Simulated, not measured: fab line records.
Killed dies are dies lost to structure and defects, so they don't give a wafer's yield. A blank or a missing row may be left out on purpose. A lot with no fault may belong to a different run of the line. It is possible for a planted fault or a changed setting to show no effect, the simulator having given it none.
fab line records + flow nand_harc
record:
- lots: 13
- wafers: 39
- last_day: 33
route steps=1302 shown A_STAIRCASE@848 THIN_TSV@1275 END@1302
lots that met no fault: from a run of the same line without faults
start_h: hours from the record's opening day to when the first of the lot's shown wafers began + wait_h: hours elapsed since this lot's preceding step + " as in the row above + L1.1+2: a row that stands for several wafers + - either no value or no given start + * or withheld: withheld + < > ~ a bound
route shown NAME@n: a module of which the file shows steps, and the number in the route of the first + usual: the fault-free wafers' mean and standard deviation + same: alike in all rows + chamber/n: place in a boat + sites: per-site readings + _std_site: their standard deviation + _edge_site: the outer-site mean with the inner-site mean subtracted + radius_mm: how far each site lies from the wafer's centre + mask NAME#n: copy n + behind: the tool/chamber that last shaped the wafer + hold: why the lot went on hold/how many hours it stayed there/how the hold came to an end + device: whichever transistor did not switch (one of n, p or np) + end of line: tests of these same wafers at the route's end + a step given without rows: its recipe and nothing more + killed: not the wafer's yield, but the dies lost to structure and defects at the first sort + map: a wafer's dies, marking killed ones x, the rest . and places with no die _
set.NAME: the run value of the setting; set.NAME@STEP: its run value at that earlier step + model.NAME: the simulator's own value behind a step, which no gauge read
the route's steps for a sample of lots (tables are steps, rows are wafers)
services: when a tool's chamber went out of use (start_h, in hours from the record's first day, below 0 if earlier), for how many hours, and the reason
== steps ==
step: NHARC_A_STAIRCASE_ALD_420
recipe:
- target_thk_a: 200
- pulse_time_s: 6
- ald_cycles: 200
- temp_c: 300
- material: SiO2
usual:
- heater_power_w: 476/67
- precursor_pulse_height_rel: 1.001/0.02
| lot.wafer | tool      | chamber | start_h | wait_h | heater_power_w | precursor_pulse_height_rel |
|-----------|-----------|---------|---------|--------|----------------|----------------------------|
| L330.3    | ald_hk-03 | 1       | 383.32  | -      | 439            | 0.997                      |
| L330.4    | "         | 2       | "       | "      | 444            | 1.019                      |
| L330.5    | "         | 2       | "       | "      | 460            | 0.982                      |
| L333.3    | ald_hk-02 | 3       | 388.71  | -      | 518            | 0.982                      |
| L333.5    | "         | 0       | "       | "      | 482            | 0.985                      |
| L333.6    | "         | 1       | "       | "      | 486            | 1.011                      |
| L334.2    | ald_hk-02 | 1       | 417.42  | -      | 476            | 0.983                      |
| L334.1    | "         | 3       | "       | "      | 539            | 0.994                      |
| L334.5    | "         | 1       | "       | "      | 479            | 0.986                      |
| L336.3    | ald_hk-02 | 2       | 424.99  | 1.1    | 430            | 0.990                      |
| L336.6    | "         | 2       | "       | "      | 427            | 1.035                      |
| L336.5    | "         | 3       | "       | "      | 518            | 0.969                      |
| L338.2    | ald_hk-04 | 2       | 446.16  | -      | 497            | 0.995                      |
| L338.4    | "         | 0       | "       | "      | 408            | 1.037                      |
| L338.3    | "         | 1       | "       | "      | 641            | 1.009                      |
| L344.3    | ald_hk-04 | 2       | 506.43  | -      | 499            | 0.996                      |
| L344.4    | "         | 0       | "       | "      | 414            | 1.011                      |
| L344.5    | "         | 1       | "       | "      | 634            | 1.010                      |
| L346.1    | ald_hk-02 | 0       | 524.80  | 0.1    | 489            | 1.010                      |
| L346.2    | "         | 3       | "       | "      | 493            | 1.009                      |
| L346.5    | "         | 0       | "       | "      | 494            | 1.015                      |
| L347.1    | ald_hk-03 | 0       | 533.87  | -      | 502            | 0.999                      |
| L347.5    | "         | 3       | "       | "      | 351            | 1.013                      |
| L347.6    | "         | 0       | "       | "      | 509            | 1.009                      |
| L348.2    | ald_hk-04 | 0       | 549.14  | 1.0    | 407            | 1.003                      |
| L348.1    | "         | 2       | "       | "      | 499            | 0.988                      |
| L348.5    | "         | 1       | "       | "      | 643            | 0.984                      |
| L350.1    | ald_hk-02 | 1       | 573.99  | -      | 475            | 0.983                      |
| L350.2    | "         | 2       | "       | "      | 423            | 0.992                      |
| L350.6    | "         | 0       | "       | "      | 490            | 0.983                      |
| L351.2    | ald_hk-02 | 3       | 576.78  | -      | 486            | 0.976                      |
| L351.3    | "         | 1       | "       | "      | 488            | 0.987                      |
| L351.6    | "         | 2       | "       | "      | 419            | 1.024                      |
| L352.4    | ald_hk-04 | 1       | 592.68  | -      | 610            | 1.000                      |
| L352.1    | "         | 2       | "       | "      | 516            | 1.018                      |
| L352.3    | "         | 3       | "       | "      | 475            | 0.982                      |
| L353.1    | ald_hk-02 | 2       | 600.87  | -      | 429            | 1.019                      |
| L353.3    | "         | 3       | "       | "      | 502            | 0.998                      |
| L353.6    | "         | 1       | "       | "      | 486            | 0.990                      |
step: NHARC_THIN_TSV_ANNEAL_52
recipe:
- temp_c: 225
- time_s: 90
usual:
- wafer_temp_C_max: 225.85/0.26
| lot.wafer | tool          | chamber | start_h | wait_h | wafer_temp_C_max |
|-----------|---------------|---------|---------|--------|------------------|
| L333.3    | rtp_anneal-01 | 0       | 542.55  | 0.5    | 225.67           |
| L333.5    | "             | 0       | "       | "      | 225.85           |
| L333.6    | "             | 0       | "       | "      | 225.93           |
| L330.3    | rtp_anneal-01 | 0       | 543.85  | 0.4    | 225.61           |
| L330.4    | "             | 0       | "       | "      | 225.81           |
| L330.5    | "             | 0       | "       | "      | 225.73           |
| L336.3    | rtp_anneal-01 | 0       | 573.54  | 0.5    | 225.89           |
| L336.5    | "             | 0       | "       | "      | 225.73           |
| L336.6    | "             | 0       | "       | "      | 225.57           |
| L334.1    | rtp_anneal-02 | 0       | 574.65  | 0.6    | 225.69           |
| L334.2    | "             | 0       | "       | "      | 226.04           |
| L334.5    | "             | 0       | "       | "      | 225.66           |
| L338.2    | rtp_anneal-02 | 0       | 611.11  | 0.6    | 225.69           |
| L338.3    | "             | 0       | "       | "      | 226.32           |
| L338.4    | "             | 0       | "       | "      | 226.05           |
| L344.3    | rtp_anneal-02 | 0       | 737.88  | 0.4    | 225.88           |
| L344.4    | "             | 0       | "       | "      | 225.32           |
| L344.5    | "             | 0       | "       | "      | 225.75           |
| L346.1    | rtp_anneal-02 | 0       | 740.11  | 0.6    | 226.24           |
| L346.2    | "             | 0       | "       | "      | 225.82           |
| L346.5    | "             | 0       | "       | "      | 226.13           |
| L347.1    | rtp_anneal-01 | 0       | 741.45  | 0.7    | 225.90           |
| L347.5    | "             | 0       | "       | "      | 225.72           |
| L347.6    | "             | 0       | "       | "      | 225.34           |
| L348.1    | rtp_anneal-01 | 0       | 742.54  | 0.6    | 225.45           |
| L348.2    | "             | 0       | "       | "      | 225.65           |
| L348.5    | "             | 0       | "       | "      | 225.71           |
| L351.2    | rtp_anneal-02 | 0       | 745.01  | 0.7    | 226.01           |
| L351.3    | "             | 0       | "       | "      | 225.75           |
| L351.6    | "             | 0       | "       | "      | 226.12           |
| L350.1    | rtp_anneal-01 | 0       | 746.39  | 0.6    | 225.89           |
| L350.2    | "             | 0       | "       | "      | 225.38           |
| L350.6    | "             | 0       | "       | "      | 225.48           |
| L353.1    | rtp_anneal-02 | 0       | 754.06  | 0.5    | 225.63           |
| L353.3    | "             | 0       | "       | "      | 226.09           |
| L353.6    | "             | 0       | "       | "      | 226.02           |
| L352.1    | rtp_anneal-02 | 0       | 759.89  | 0.6    | 225.79           |
| L352.3    | "             | 0       | "       | "      | 226.09           |
| L352.4    | "             | 0       | "       | "      | 225.99           |
step: NHARC_THIN_TSV_CMP_21
recipe:
- t_overpolish_s: 30
- target_thk_nm: 2000
usual:
- motor_current_A: 11.9/1.1
- overpolish_run_s: 30.001/0.009
- pad_life_wafers: 196/120
same:
- t_overpolish_s: 30
| lot.wafer | tool   | chamber | start_h | wait_h | motor_current_A | overpolish_run_s | pad_life_wafers |
|-----------|--------|---------|---------|--------|-----------------|------------------|-----------------|
| L333.3    | cmp-01 | 2       | 542.88  | -      | 12.3            | 30.007           | 351             |
| L333.6    | "      | 3       | "       | "      | 12.8            | 30.007           | -               |
| L333.5    | "      | 0       | "       | "      | 14.4            | 30.015           | -               |
| L330.4    | cmp-02 | 2       | 544.09  | -      | 12.2            | 29.999           | 150             |
| L330.3    | "      | 3       | "       | "      | 10.8            | 30.004           | 151             |
| L330.5    | "      | 2       | "       | "      | 11.8            | 29.998           | -               |
| L336.3    | cmp-02 | 1       | 573.78  | -      | 10.1            | 30.010           | 276             |
| L336.6    | "      | 1       | "       | "      | 9.8             | 29.996           | -               |
| L336.5    | "      | 2       | "       | "      | 11.3            | 30.013           | -               |
| L334.2    | cmp-02 | 1       | 575.03  | -      | 9.8             | 29.979           | 283             |
| L334.1    | "      | 3       | "       | "      | 11.7            | 29.996           | 285             |
| L334.5    | "      | 1       | "       | "      | 10.1            | 29.990           | -               |
| L338.2    | cmp-03 | 1       | 611.40  | -      | 12.7            | 29.986           | 300             |
| L338.3    | "      | 2       | "       | "      | 13.8            | 30.014           | 301             |
| L338.4    | "      | 0       | "       | "      | 11.9            | 30.012           | 303             |
| L344.3    | cmp-02 | 0       | 738.12  | -      | 11.2            | 29.993           | 168             |
| L344.4    | "      | 3       | "       | "      | 11.4            | 30.005           | 171             |
| L344.5    | "      | 1       | "       | "      | 9.3             | 30.009           | -               |
| L346.1    | cmp-02 | 0       | 740.48  | -      | 10.8            | 30.007           | 193             |
| L346.2    | "      | 2       | "       | "      | 12.7            | 30.004           | 195             |
| L346.5    | "      | 3       | "       | "      | 11.9            | 29.995           | -               |
| L347.1    | cmp-01 | 2       | 741.89  | -      | 12.4            | 29.992           | 363             |
| L347.5    | "      | 3       | "       | "      | 13.2            | 29.993           | -               |
| L347.6    | "      | 0       | "       | "      | 13.3            | 30.008           | -               |
| L348.1    | cmp-01 | 2       | 742.89  | -      | 12.7            | 29.997           | 366             |
| L348.2    | "      | 1       | "       | "      | 11.4            | 30.007           | 369             |
| L348.5    | "      | 3       | "       | "      | 13.3            | 30.003           | -               |
| L351.2    | cmp-03 | 0       | 745.34  | -      | 11.5            | 30.024           | 97              |
| L351.3    | "      | 2       | "       | "      | 12.9            | 29.987           | 99              |
| L351.6    | "      | 0       | "       | "      | 12.0            | 29.995           | -               |
| L350.1    | cmp-02 | 1       | 746.73  | -      | 9.7             | 30.007           | 210             |
| L350.2    | "      | 0       | "       | "      | 11.2            | 29.997           | 213             |
| L350.6    | "      | 1       | "       | "      | 10.0            | 29.995           | -               |
| L353.3    | cmp-02 | 3       | 754.43  | -      | 10.9            | 29.990           | 241             |
| L353.1    | "      | 0       | "       | "      | 11.1            | 30.005           | 242             |
| L353.6    | "      | 2       | "       | "      | 12.0            | 30.000           | -               |
| L352.4    | cmp-01 | 3       | 760.26  | -      | 13.0            | 30.012           | 13              |
| L352.1    | "      | 0       | "       | "      | 14.0            | 30.009           | 14              |
| L352.3    | "      | 1       | "       | "      | 10.1            | 29.986           | 15              |
step: NHARC_END_SORT_01
recipe:
- temp_c: 25
usual:
- killed_at_array: 47/14
- killed_at_other: 0.5/0.72
- killed_at_periphery: 4/3.1
- killed_dies: 52/15
- killed_open: 3.2/1.9
- killed_short: 2.4/1.7
same:
- gross_dies: 677
| lot.wafer | tool      | chamber | start_h | wait_h | killed_at_array | killed_at_other | killed_at_periphery | killed_dies | killed_open | killed_short |
|-----------|-----------|---------|---------|--------|-----------------|-----------------|---------------------|-------------|-------------|--------------|
| L336.3    | prober-02 | 0       | 586.11  | 3.1    | 85              | 0               | 6                   | 91          | 1           | 1            |
| L336.5    | prober-02 | 0       | 587.73  | 3.7    | 167             | 1               | 2                   | 170         | 2           | 4            |
| L336.6    | prober-02 | 0       | 588.53  | 4.0    | 81              | 0               | 1                   | 82          | 1           | 0            |
| L344.3    | prober-02 | 0       | 754.92  | 3.1    | 37              | 1               | 1                   | 39          | 2           | 0            |
| L344.4    | prober-02 | 0       | 755.71  | 3.4    | 40              | 0               | 4                   | 44          | 1           | 1            |
| L344.5    | prober-02 | 0       | 756.50  | 3.7    | 42              | 1               | 3                   | 46          | 4           | 1            |
| L347.1    | prober-01 | 0       | 774.26  | 2.5    | 28              | 0               | 4                   | 32          | 1           | 1            |
| L347.5    | prober-01 | 0       | 777.40  | 3.6    | 32              | 1               | 5                   | 38          | 6           | 0            |
| L347.6    | prober-01 | 0       | 778.18  | 3.9    | 37              | 2               | 6                   | 45          | 6           | 2            |
| L351.2    | prober-02 | 0       | 785.21  | 2.8    | 52              | 1               | 2                   | 55          | 1           | 4            |
| L351.3    | prober-02 | 0       | 786.00  | 3.1    | 35              | 2               | 9                   | 46          | 5           | 3            |
| L351.6    | prober-02 | 0       | 788.37  | 3.9    | 44              | 0               | 6                   | 50          | 1           | 3            |
| L353.1    | prober-02 | 0       | 792.18  | 2.5    | 62              | 0               | 2                   | 64          | 1           | 1            |
| L353.3    | prober-02 | 0       | 793.79  | 3.1    | 70              | 0               | 9                   | 79          | 7           | 3            |
| L353.6    | prober-02 | 0       | 796.20  | 4.0    | 62              | 0               | 7                   | 69          | 1           | 3            |
killed by level:class
L336.3 A_STAIRCASE:unspecified=38 A_CHANNEL_HOLE_D2:chamber_film_flake=24 A_CHANNEL_HOLE_D1:chamber_film_flake=19 P_GATE:chamber_film_flake=3 A_STAIRCASE:chamber_film_flake=2 P_M0:geometric_particle:open=1 A_CHANNEL_FILL_D1:geometric_particle:short=1 P_ZERO_WELL:chamber_film_flake=1
L336.5 A_STAIRCASE:unspecified=104 A_CHANNEL_HOLE_D1:chamber_film_flake=26 A_CHANNEL_HOLE_D2:chamber_film_flake=25 A_CHANNEL_FILL_D2:chamber_film_flake=3 P_GATE:chamber_film_flake=2 A_CONTACT:chamber_film_flake=2 A_ONON_D1:geometric_particle:short=1 A_ONON_D2:geometric_particle:open=1
L336.6 A_STAIRCASE:unspecified=43 A_CHANNEL_HOLE_D2:chamber_film_flake=17 A_CHANNEL_HOLE_D1:chamber_film_flake=16 A_CHANNEL_FILL_D2:chamber_film_flake=2 A_M1:geometric_particle:open=1 P_ZERO_WELL:chamber_film_flake=1 A_CONTACT:chamber_film_flake=1 A_M1:chamber_film_flake=1
L344.3 A_SLIT:chamber_film_flake=16 A_CONTACT:chamber_film_flake=10 A_CHANNEL_HOLE_D2:chamber_film_flake=4 A_CHANNEL_HOLE_D1:chamber_film_flake=3 A_WL_FILL:chamber_film_flake=2 A_SOURCE_PLATE:geometric_particle:open=1 P_GATE:chamber_film_flake=1 STARTING-WAFER:geometric_particle:open=1
L344.4 A_SLIT:chamber_film_flake=20 A_CHANNEL_HOLE_D1:chamber_film_flake=5 P_ZERO_WELL:chamber_film_flake=2 P_GATE:chamber_film_flake=2 A_STAIRCASE:chamber_film_flake=2 A_CHANNEL_FILL_D1:chamber_film_flake=2 A_CHANNEL_HOLE_D2:chamber_film_flake=2 A_WL_FILL:chamber_film_flake=2
L344.5 A_SLIT:chamber_film_flake=14 A_CONTACT:chamber_film_flake=10 A_CHANNEL_HOLE_D1:chamber_film_flake=6 A_CHANNEL_HOLE_D2:chamber_film_flake=4 A_WL_FILL:chamber_film_flake=3 P_CONTACT:geometric_particle:open=2 A_DECK1_JOINT:geometric_particle:open=1 A_SGD_CUT:geometric_particle:open=1
L347.1 A_CHANNEL_HOLE_D2:chamber_film_flake=10 A_CONTACT:chamber_film_flake=6 A_SLIT:chamber_film_flake=5 A_CHANNEL_HOLE_D1:chamber_film_flake=3 P_GATE:chamber_film_flake=2 A_CHANNEL_FILL_D1:geometric_particle:open=1 A_CHANNEL_FILL_D2:geometric_particle:short=1 P_ZERO_WELL:chamber_film_flake=1
L347.5 A_CHANNEL_HOLE_D2:chamber_film_flake=11 A_SLIT:chamber_film_flake=7 A_CHANNEL_HOLE_D1:chamber_film_flake=5 A_CONTACT:chamber_film_flake=4 P_GATE:chamber_film_flake=3 A_CHANNEL_FILL_D1:geometric_particle:open=2 P_M2:geometric_particle:open=1 A_ONON_D2:geometric_particle:open=1
L347.6 A_CHANNEL_HOLE_D2:chamber_film_flake=20 A_CHANNEL_HOLE_D1:chamber_film_flake=4 A_CONTACT:chamber_film_flake=4 A_SLIT:chamber_film_flake=4 P_GATE:chamber_film_flake=2 P_STI:geometric_particle:open=1 P_GATE:geometric_particle:open=1 P_M0:geometric_particle:open=1
L351.2 A_CHANNEL_HOLE_D1:chamber_film_flake=19 A_CHANNEL_HOLE_D2:chamber_film_flake=16 A_SLIT:chamber_film_flake=6 A_ONON_D2:geometric_particle:short=2 A_CONTACT:chamber_film_flake=2 A_ONON_D1:geometric_particle:open=1 A_ONON_D1:geometric_particle:short=1 A_WL_FILL:geometric_particle:short=1
L351.3 A_SLIT:chamber_film_flake=10 A_CHANNEL_HOLE_D1:chamber_film_flake=9 A_CHANNEL_HOLE_D2:chamber_film_flake=9 P_STI:chamber_film_flake=2 P_M1:chamber_film_flake=2 A_CONTACT:chamber_film_flake=2 THIN_TSV:chamber_film_flake=2 P_CONTACT:geometric_particle:open=1
L351.6 A_CHANNEL_HOLE_D1:chamber_film_flake=13 A_CHANNEL_HOLE_D2:chamber_film_flake=12 A_SLIT:chamber_film_flake=9 A_CONTACT:chamber_film_flake=4 A_STAIRCASE:chamber_film_flake=3 P_STI:chamber_film_flake=2 P_STI:geometric_particle:short=1 P_CONTACT:geometric_particle:open=1
L353.1 A_CHANNEL_HOLE_D2:chamber_film_flake=20 A_SLIT:chamber_film_flake=14 A_CHANNEL_HOLE_D1:chamber_film_flake=13 A_CONTACT:chamber_film_flake=6 A_WL_FILL:chamber_film_flake=3 A_ONON_D1:geometric_particle:short=1 A_M0:geometric_particle:open=1 P_GATE:chamber_film_flake=1
L353.3 A_SLIT:chamber_film_flake=19 A_CHANNEL_HOLE_D2:chamber_film_flake=17 A_CHANNEL_HOLE_D1:chamber_film_flake=15 A_STAIRCASE:chamber_film_flake=6 P_GATE:chamber_film_flake=4 P_M1:chamber_film_flake=3 P_M0:geometric_particle:open=2 A_CHANNEL_FILL_D1:geometric_particle:open=2
L353.6 A_SLIT:chamber_film_flake=24 A_CHANNEL_HOLE_D2:chamber_film_flake=12 A_CONTACT:chamber_film_flake=8 A_CHANNEL_HOLE_D1:chamber_film_flake=7 P_GATE:chamber_film_flake=3 P_M1:chamber_film_flake=3 A_WL_FILL:chamber_film_flake=3 A_STAIRCASE:chamber_film_flake=2
== services ==
| tool          | chamber | start_h | hours | kind   |
|---------------|---------|---------|-------|--------|
| cmp-01        | -       | 360.02  | 4.0   | pm     |
| cmp-03        | -       | 369.08  | 2.2   | repair |
| cmp-01        | -       | 370.27  | 1.2   | repair |
| cmp-01        | -       | 375.47  | 0.3   | repair |
| cmp-02        | -       | 407.74  | 4.0   | pm     |
| ald_hk-04     | -       | 415.76  | 10.0  | pm     |
| cmp-03        | -       | 432.29  | 4.0   | pm     |
| cmp-01        | -       | 458.02  | 4.0   | pm     |
| cmp-01        | -       | 473.18  | 0.6   | repair |
| cmp-01        | -       | 474.08  | 0.2   | repair |
| cmp-03        | -       | 476.61  | 0.4   | repair |
| ald_hk-02     | -       | 497.40  | 0.4   | repair |
| cmp-02        | -       | 505.74  | 4.0   | pm     |
| ald_hk-02     | -       | 506.48  | 0.9   | repair |
| cmp-01        | -       | 556.02  | 4.0   | pm     |
| cmp-02        | -       | 584.88  | 3.1   | repair |
| ald_hk-04     | -       | 593.76  | 10.0  | pm     |
| cmp-02        | -       | 603.74  | 4.0   | pm     |
| cmp-01        | -       | 609.61  | 1.2   | repair |
| cmp-01        | -       | 654.02  | 4.0   | pm     |
| cmp-01        | -       | 685.47  | 0.3   | repair |
| cmp-02        | -       | 701.74  | 4.0   | pm     |
| rtp_anneal-02 | -       | 720.00  | 12.0  | pm     |
| cmp-01        | -       | 752.02  | 4.0   | pm     |
== key ==
first_sign:
- step: NHARC_END_SORT_01
- reading: killed_at_array
- direction: up
- sigmas: 4.5
- usual: 47
- struck: 111
effect:
- step: NHARC_END_SORT_01
- reading: killed_dies
- direction: up
- sigmas: 4.1
- usual: 52
- struck: 114
more_kills_born_at:
- NHARC_A_STAIRCASE_ALD_420@ald_hk-02: 185
met_at NHARC_A_STAIRCASE_ALD_420
struck_lots L336
tester_left_out L336
not_acting_at NHARC_THIN_TSV_ANNEAL_52,NHARC_THIN_TSV_CMP_21
onset_between 417.42 424.99
fault:
- kind: chamber_particle_source
- tool: ald_hk-02
- chamber: -
- onset_h: 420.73
- steps: NHARC_A_STAIRCASE_ALD_420
- rate_per_visit_cm2: 1.706
- end_h: 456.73
tester_left_out: of these lots the tester's yield and bins aren't shown, on N5 and GAA mostly nor the transistor test; their killed dies are dies lost to structure and defects alone, not to doping, threshold or leakage, so they don't give the yield
